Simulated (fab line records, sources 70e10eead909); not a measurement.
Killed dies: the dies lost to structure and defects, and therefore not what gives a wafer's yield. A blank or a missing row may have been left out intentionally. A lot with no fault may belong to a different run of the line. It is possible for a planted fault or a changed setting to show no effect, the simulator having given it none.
A struck lot beside a sound one :: flow nand-harc :: 35 out of 1159 route steps
Sound: the wafers L591.3, L591.5, L591.6. Wafers struck: L598.2, L598.4, L598.5. The cause is named last.
Per side, at each step with rows, come the tool, then ch with its chambers, and then its first start. Under that, the readings that differ: sound wafers :: struck wafers :: difference of the means :: sigmas: that difference in standard deviations of wafers without a fault.
alike: readings with means less than 2 such deviations apart, plus words and numbers identical on both sides. not compared: withheld readings, readings lacking a value on some wafer, bounds such as >300 that could conceal the same value, and numbers that have no deviation in the record and whose values overlap.
Wherever a step has rows on one side only, a row that says differs or no value, or a row with sigmas, the two part there. When numbers do not overlap yet have no deviation, they are printed without sigmas and do not part them. A reading missing from all wafers of one side parts the sides only when that side holds two or more wafers.

first, 2 steps without rows for these wafers: NHARC_A_SLIT_PRECLEAN_19 (cleans in SC1); NHARC_A_SLIT_SRD_20.
NHARC_A_SLIT_CD_MEAS_21:
  struck on cd-sem-01, day 18 03:19; sound on cd-sem-01, day 15 10:43
  alike: cd-nm
then, 3 steps without rows for these wafers: NHARC_A_SIN_REMOVE_WET_00 (chemistry H3PO4, time 15300 s); NHARC_A_SIN_REMOVE_PRECLEAN_01 (cleans in SC1); NHARC_A_SIN_REMOVE_SRD_02.
NHARC_A_SIN_REMOVE_INSPECT_04:
  struck on defect-inspect-02, day 18 11:02; sound on defect-inspect-02, day 15 17:59
  alike: raw-defect-count
then, 1 step without rows for these wafers: NHARC_A_WL_FILL_ALD_00 (deposits Al2O3, target thk 3 nm, pulse time 3 s, ald cycles 30).
NHARC_A_WL_FILL_RTA_01: time 5 s.
  sound on rtp-anneal-01 ch 0, day 15 18:34; struck on rtp-anneal-02 ch 0, day 18 13:33
reading: lamp-power-pct (%)
sound: 28 28 28
struck: 35 35 35
difference: +7
sigmas: +2

reading: lamp_zone_1_pct (%)
sound: 28 28 28
struck: 35 35 35
difference: +7
sigmas: +2

reading: lamp_zone_2_pct (%)
sound: 28 28 28
struck: 35 35 35
difference: +7
sigmas: +2
  alike: wafer_temp_C_max
then, 1 step without rows for these wafers: NHARC_A_WL_FILL_ALD_02 (deposits TiN, target thk 2 nm, pulse time 3 s, ald cycles 100).
NHARC_A_WL_FILL_CVD_03: deposits W, target thk 40 nm, time 3302 s.
  sound on cvd-w-01 ch 0,1, day 15 23:43; struck on cvd-w-02 ch 1, day 18 17:16
  alike: chamber-pressure-Torr, heater-power-w, throttle-valve-pct
NHARC_A_WL_FILL_ETCHBACK_04: etches the open film in NF3, target depth 60 nm, time 120 s.
  sound on rie-metal-02 ch 0,1, day 16 01:43; struck on rie-metal-03 ch 0,1, day 18 20:37
  alike: drypump-motor-current-A, oes-product-au
  not compared: rf-hours-counter-h
then, 6 steps without rows for these wafers: NHARC_A_WL_FILL_ETCHBACK_05 (etches the open film in Cl2/BCl3, target depth 22 nm, time 60 s); NHARC_A_WL_FILL_STRIP_27 (strips in N2/H2, time 20 s); NHARC_A_WL_FILL_STRIP_28 (strips in post etch residue remover, time 1200 s); NHARC_A_WL_FILL_PRECLEAN_06 (cleans in DIW, time 300 s); NHARC_A_WL_FILL_SRD_07; NHARC_A_WL_FILL_ANNEAL_08 (time 1800 s).
NHARC_A_WL_FILL_ALD_10: deposits SiO2, target thk 50 nm, pulse time 10 s, ald cycles 500.
  sound on ald-hk-01 ch 0,1, day 16 13:17; struck on ald-hk-03 ch 0,1,3, day 19 02:20
  alike: heater-power-w, precursor-pulse-height-rel
then, 1 step without rows for these wafers: NHARC_A_WL_FILL_ETCHBACK_16 (etches the open film in C4F8/O2/Ar, target depth 88 nm, time 17.6 s).
NHARC_A_WL_FILL_STRIP_29: strips in O2, time 20 s.
  sound on rie-diel-03 ch 2,3, day 16 17:32; struck on rie-diel-13 ch 0,2,3, day 19 07:07
  alike: drypump-motor-current-A, o2-flow-sccm, oes-product-au, rf-vpp-V, showerhead-plenum-p-Torr, throttle-valve-pct
  not compared: rf-hours-counter-h
then, 4 steps without rows for these wafers: NHARC_A_WL_FILL_ETCHBACK_17 (etches the open film in Cl2/BCl3, target depth 4 nm, time 26.7 s); NHARC_A_WL_FILL_PRECLEAN_18 (cleans in dHF, time 30 s); NHARC_A_WL_FILL_SRD_21; NHARC_A_WL_FILL_CVD_23 (deposits poly-Si, target thk 40 nm, time 800 s).
NHARC_A_WL_FILL_ETCHBACK_26: etches the open film in HBr, target depth 52 nm, time 13.3 s.
  sound on rie-si-04 ch 0,3, day 16 22:40; struck on rie-si-05 ch 0,1,2, day 19 12:36
reading: throttle-valve-pct (%)
sound: 23.273 23.263 23.291
struck: 23.253 23.253 23.265
difference: -0.019
sigmas: -2
  alike: drypump-motor-current-A, oes-product-au, rf-fwd-power-W
  not compared: rf-hours-counter-h
then, 8 steps without rows for these wafers: NHARC_A_WL_FILL_PRECLEAN_30 (cleans in dHF, time 10 s); NHARC_A_WL_FILL_SRD_14; NHARC_A_WL_FILL_ALD_19 (deposits TiN, target thk 2 nm, pulse time 3 s, ald cycles 100); NHARC_A_WL_FILL_CVD_20 (deposits W, target thk 75 nm, time 5064 s); NHARC_A_WL_FILL_CMP_12 (polishes, t overpolish 30 s, target thk 75 nm); NHARC_A_WL_FILL_SRD_31; NHARC_A_CONTACT_DEP_24 (deposits SiO2, target thk 500 nm); NHARC_A_CONTACT_DEP_28 (deposits aC, target thk 3600 nm).
-- record jumps: 5 days between struck wafers' starts before vs after; left off in module A_CONTACT, resumes in module END, first step shown is number 1159 of the route --
NHARC_END_SORT_01:
  at this point the record logs the struck wafers (prober-01 ch 0, day 24 02:13) and has no rows for the sound ones

== WHERE THEY PART ==
First at NHARC_A_WL_FILL_RTA_01; last, within this record, at NHARC_END_SORT_01.

WHY: what had been put in by the simulator
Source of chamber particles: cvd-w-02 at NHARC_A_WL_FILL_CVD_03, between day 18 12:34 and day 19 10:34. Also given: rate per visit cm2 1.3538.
